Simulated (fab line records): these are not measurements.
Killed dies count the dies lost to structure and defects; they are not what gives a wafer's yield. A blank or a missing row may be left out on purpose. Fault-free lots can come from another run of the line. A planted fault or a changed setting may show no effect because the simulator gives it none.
Lot-split experiment || flow n5-finfet || 39 wafers read across 7 lots, on a route 1938 steps long

ON THE SPLIT
At N5_BEOL_M15_DEP_53 (deposits SiCN from 3MS/NH3, target thk 50 nm, time 17.8 s), the setting target-thk-a was moved away from the recipe's 500 angstrom on 12 of the 39 wafers read, by -54.0% to +50.3%. All remaining wafers had this setting at the recipe value.

Reading taken at the split's own step.

THE READING
SiCN_of_BEOL_M15_DEP_53.thk-nm (the simulator's own value, which no gauge read), in nm, at N5_BEOL_M15_DEP_53 (deposits SiCN from 3MS/NH3, target thk 50 nm, time 17.8 s). The file does not state a usual value for it. Average 49.8 nm, standard deviation 0.74 nm, over the 27 wafers here run with the recipe.

{"wafer": "L074.1", "tool, chamber at the split": "pecvd-04, 2", "target-thk-a as run, angstrom": 500, "against the recipe": "recipe", "SiCN_of_BEOL_M15_DEP_53.thk-nm, nm": 48.8, "against lot-mates on the recipe": "-"}
{"wafer": "L074.2", "tool, chamber at the split": "pecvd-04, 1", "target-thk-a as run, angstrom": 500, "against the recipe": "recipe", "SiCN_of_BEOL_M15_DEP_53.thk-nm, nm": 50.2, "against lot-mates on the recipe": "-"}
{"wafer": "L074.3", "tool, chamber at the split": "pecvd-04, 0", "target-thk-a as run, angstrom": 419, "against the recipe": "-16.2%", "SiCN_of_BEOL_M15_DEP_53.thk-nm, nm": 42.2, "against lot-mates on the recipe": -7.7}
{"wafer": "L074.4", "tool, chamber at the split": "pecvd-04, 2", "target-thk-a as run, angstrom": 419, "against the recipe": "-16.2%", "SiCN_of_BEOL_M15_DEP_53.thk-nm, nm": 42.6, "against lot-mates on the recipe": -7.3}
{"wafer": "L074.5", "tool, chamber at the split": "pecvd-04, 0", "target-thk-a as run, angstrom": 500, "against the recipe": "recipe", "SiCN_of_BEOL_M15_DEP_53.thk-nm, nm": 50.8, "against lot-mates on the recipe": "-"}
{"wafer": "L074.6", "tool, chamber at the split": "pecvd-04, 1", "target-thk-a as run, angstrom": 419, "against the recipe": "-16.2%", "SiCN_of_BEOL_M15_DEP_53.thk-nm, nm": 43, "against lot-mates on the recipe": -6.9}
{"wafer": "L075.1", "tool, chamber at the split": "pecvd-03, 1,2", "target-thk-a as run, angstrom": 500, "against the recipe": "recipe", "SiCN_of_BEOL_M15_DEP_53.thk-nm, nm": 49.8, "against lot-mates on the recipe": "-"}
{"wafer": "L075.5", "tool, chamber at the split": "pecvd-03, 1,2", "target-thk-a as run, angstrom": 500, "against the recipe": "recipe", "SiCN_of_BEOL_M15_DEP_53.thk-nm, nm": 49.8, "against lot-mates on the recipe": "-"}
{"wafer": "L075.2", "tool, chamber at the split": "pecvd-03, 2", "target-thk-a as run, angstrom": 500, "against the recipe": "recipe", "SiCN_of_BEOL_M15_DEP_53.thk-nm, nm": 49, "against lot-mates on the recipe": "-"}
{"wafer": "L075.3", "tool, chamber at the split": "pecvd-03, 0", "target-thk-a as run, angstrom": 500, "against the recipe": "recipe", "SiCN_of_BEOL_M15_DEP_53.thk-nm, nm": 49.4, "against lot-mates on the recipe": "-"}
{"wafer": "L075.4", "tool, chamber at the split": "pecvd-03, 1", "target-thk-a as run, angstrom": 500, "against the recipe": "recipe", "SiCN_of_BEOL_M15_DEP_53.thk-nm, nm": 50.8, "against lot-mates on the recipe": "-"}
{"wafer": "L075.6", "tool, chamber at the split": "pecvd-03, 0", "target-thk-a as run, angstrom": 500, "against the recipe": "recipe", "SiCN_of_BEOL_M15_DEP_53.thk-nm, nm": 50.4, "against lot-mates on the recipe": "-"}
{"wafer": "L076.1", "tool, chamber at the split": "pecvd-03, 1", "target-thk-a as run, angstrom": 500, "against the recipe": "recipe", "SiCN_of_BEOL_M15_DEP_53.thk-nm, nm": 49.4, "against lot-mates on the recipe": "-"}
{"wafer": "L076.2", "tool, chamber at the split": "pecvd-03, 2", "target-thk-a as run, angstrom": 500, "against the recipe": "recipe", "SiCN_of_BEOL_M15_DEP_53.thk-nm, nm": 48.6, "against lot-mates on the recipe": "-"}
{"wafer": "L076.3", "tool, chamber at the split": "pecvd-03, 0", "target-thk-a as run, angstrom": 380.4, "against the recipe": "-23.9%", "SiCN_of_BEOL_M15_DEP_53.thk-nm, nm": 37, "against lot-mates on the recipe": -12.5}
{"wafer": "L076.4", "tool, chamber at the split": "pecvd-03, 0,2", "target-thk-a as run, angstrom": 380.4, "against the recipe": "-23.9%", "SiCN_of_BEOL_M15_DEP_53.thk-nm, nm": 37.6, "against lot-mates on the recipe": -11.9}
{"wafer": "L076.6", "tool, chamber at the split": "pecvd-03, 0,2", "target-thk-a as run, angstrom": 380.4, "against the recipe": "-23.9%", "SiCN_of_BEOL_M15_DEP_53.thk-nm, nm": 37.6, "against lot-mates on the recipe": -11.9}
{"wafer": "L076.5", "tool, chamber at the split": "pecvd-03, 1", "target-thk-a as run, angstrom": 500, "against the recipe": "recipe", "SiCN_of_BEOL_M15_DEP_53.thk-nm, nm": 50.4, "against lot-mates on the recipe": "-"}
{"wafer": "L077.1", "tool, chamber at the split": "pecvd-03, 0", "target-thk-a as run, angstrom": 500, "against the recipe": "recipe", "SiCN_of_BEOL_M15_DEP_53.thk-nm, nm": 50.4, "against lot-mates on the recipe": "-"}
{"wafer": "L077.2", "tool, chamber at the split": "pecvd-03, 1", "target-thk-a as run, angstrom": 230.1, "against the recipe": "-54.0%", "SiCN_of_BEOL_M15_DEP_53.thk-nm, nm": 23.4, "against lot-mates on the recipe": -26.8}
{"wafer": "L077.3", "tool, chamber at the split": "pecvd-03, 2", "target-thk-a as run, angstrom": 500, "against the recipe": "recipe", "SiCN_of_BEOL_M15_DEP_53.thk-nm, nm": 49.2, "against lot-mates on the recipe": "-"}
{"wafer": "L077.4", "tool, chamber at the split": "pecvd-03, 0", "target-thk-a as run, angstrom": 500, "against the recipe": "recipe", "SiCN_of_BEOL_M15_DEP_53.thk-nm, nm": 51, "against lot-mates on the recipe": "-"}
{"wafer": "L077.5", "tool, chamber at the split": "pecvd-03, 2", "target-thk-a as run, angstrom": 230.1, "against the recipe": "-54.0%", "SiCN_of_BEOL_M15_DEP_53.thk-nm, nm": 23, "against lot-mates on the recipe": -27.2}
{"wafer": "L077.6", "tool, chamber at the split": "pecvd-03, 1", "target-thk-a as run, angstrom": 230.1, "against the recipe": "-54.0%", "SiCN_of_BEOL_M15_DEP_53.thk-nm, nm": 23.2, "against lot-mates on the recipe": -27.0}
{"wafer": "L078.3", "tool, chamber at the split": "pecvd-04, 0,2", "target-thk-a as run, angstrom": 500, "against the recipe": "recipe", "SiCN_of_BEOL_M15_DEP_53.thk-nm, nm": 49, "against lot-mates on the recipe": "-"}
{"wafer": "L078.6", "tool, chamber at the split": "pecvd-04, 0,2", "target-thk-a as run, angstrom": 500, "against the recipe": "recipe", "SiCN_of_BEOL_M15_DEP_53.thk-nm, nm": 49, "against lot-mates on the recipe": "-"}
{"wafer": "L078.5", "tool, chamber at the split": "pecvd-04, 1", "target-thk-a as run, angstrom": 500, "against the recipe": "recipe", "SiCN_of_BEOL_M15_DEP_53.thk-nm, nm": 49.2, "against lot-mates on the recipe": "-"}
{"wafer": "L080.1", "tool, chamber at the split": "pecvd-03, 1", "target-thk-a as run, angstrom": 751.4, "against the recipe": "+50.3%", "SiCN_of_BEOL_M15_DEP_53.thk-nm, nm": 75.4, "against lot-mates on the recipe": "+24.7"}
{"wafer": "L080.2", "tool, chamber at the split": "pecvd-03, 0", "target-thk-a as run, angstrom": 500, "against the recipe": "recipe", "SiCN_of_BEOL_M15_DEP_53.thk-nm, nm": 50.2, "against lot-mates on the recipe": "-"}
{"wafer": "L080.3", "tool, chamber at the split": "pecvd-03, 2", "target-thk-a as run, angstrom": 751.4, "against the recipe": "+50.3%", "SiCN_of_BEOL_M15_DEP_53.thk-nm, nm": 75, "against lot-mates on the recipe": "+24.3"}
{"wafer": "L080.4", "tool, chamber at the split": "pecvd-03, 2", "target-thk-a as run, angstrom": 751.4, "against the recipe": "+50.3%", "SiCN_of_BEOL_M15_DEP_53.thk-nm, nm": 75.8, "against lot-mates on the recipe": "+25.1"}
{"wafer": "L080.5", "tool, chamber at the split": "pecvd-03, 1", "target-thk-a as run, angstrom": 500, "against the recipe": "recipe", "SiCN_of_BEOL_M15_DEP_53.thk-nm, nm": 51.2, "against lot-mates on the recipe": "-"}
{"wafer": "L080.6", "tool, chamber at the split": "pecvd-03, 0", "target-thk-a as run, angstrom": 500, "against the recipe": "recipe", "SiCN_of_BEOL_M15_DEP_53.thk-nm, nm": 50.8, "against lot-mates on the recipe": "-"}
{"wafer": "L091.1", "tool, chamber at the split": "pecvd-03, 2", "target-thk-a as run, angstrom": 500, "against the recipe": "recipe", "SiCN_of_BEOL_M15_DEP_53.thk-nm, nm": 48.8, "against lot-mates on the recipe": "-"}
{"wafer": "L091.2", "tool, chamber at the split": "pecvd-03, 0,1,2", "target-thk-a as run, angstrom": 500, "against the recipe": "recipe", "SiCN_of_BEOL_M15_DEP_53.thk-nm, nm": 49.4, "against lot-mates on the recipe": "-"}
{"wafer": "L091.3", "tool, chamber at the split": "pecvd-03, 0,1,2", "target-thk-a as run, angstrom": 500, "against the recipe": "recipe", "SiCN_of_BEOL_M15_DEP_53.thk-nm, nm": 49.4, "against lot-mates on the recipe": "-"}
{"wafer": "L091.4", "tool, chamber at the split": "pecvd-03, 0,1,2", "target-thk-a as run, angstrom": 500, "against the recipe": "recipe", "SiCN_of_BEOL_M15_DEP_53.thk-nm, nm": 49.4, "against lot-mates on the recipe": "-"}
{"wafer": "L091.5", "tool, chamber at the split": "pecvd-03, 0", "target-thk-a as run, angstrom": 500, "against the recipe": "recipe", "SiCN_of_BEOL_M15_DEP_53.thk-nm, nm": 49.6, "against lot-mates on the recipe": "-"}
{"wafer": "L091.6", "tool, chamber at the split": "pecvd-03, 1", "target-thk-a as run, angstrom": 500, "against the recipe": "recipe", "SiCN_of_BEOL_M15_DEP_53.thk-nm, nm": 50.2, "against lot-mates on the recipe": "-"}
The file does not say which wafer passed through which chamber wherever a row lists several chambers: such a row stands for several wafers.

FIT RESULTS
A straight line over all 39 wafers: SiCN_of_BEOL_M15_DEP_53.thk-nm changes by +0.5 nm for each +1% of target-thk-a; r = +1.00; the points scatter about the line by 0.73 nm.
The same after taking each lot's own level away (the mean of its wafers on the recipe; 39 wafers): +0.495 nm for each +1%; r = +1.00; scatter 0.57 nm.
On that fit, the largest move of target-thk-a shifts the reading by 27 nm.
Across the lots, their own levels run from 49.07 to 50.73 nm, a range of 2.2 times the standard deviation given above.
Hence the lot-to-lot level has little effect on the slope; both slopes agree.
Check: for one of the wafers moved furthest among these (-54.0%), held out of the fit, the line's prediction against its lot-mates is -26.7 nm. Against them it came out at -26.8 nm.

THE FILE'S OWN FIT
SiCN_of_BEOL_M15_DEP_53.thk-nm changes by +0.495 nm for each +1% of target-thk-a, r = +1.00.
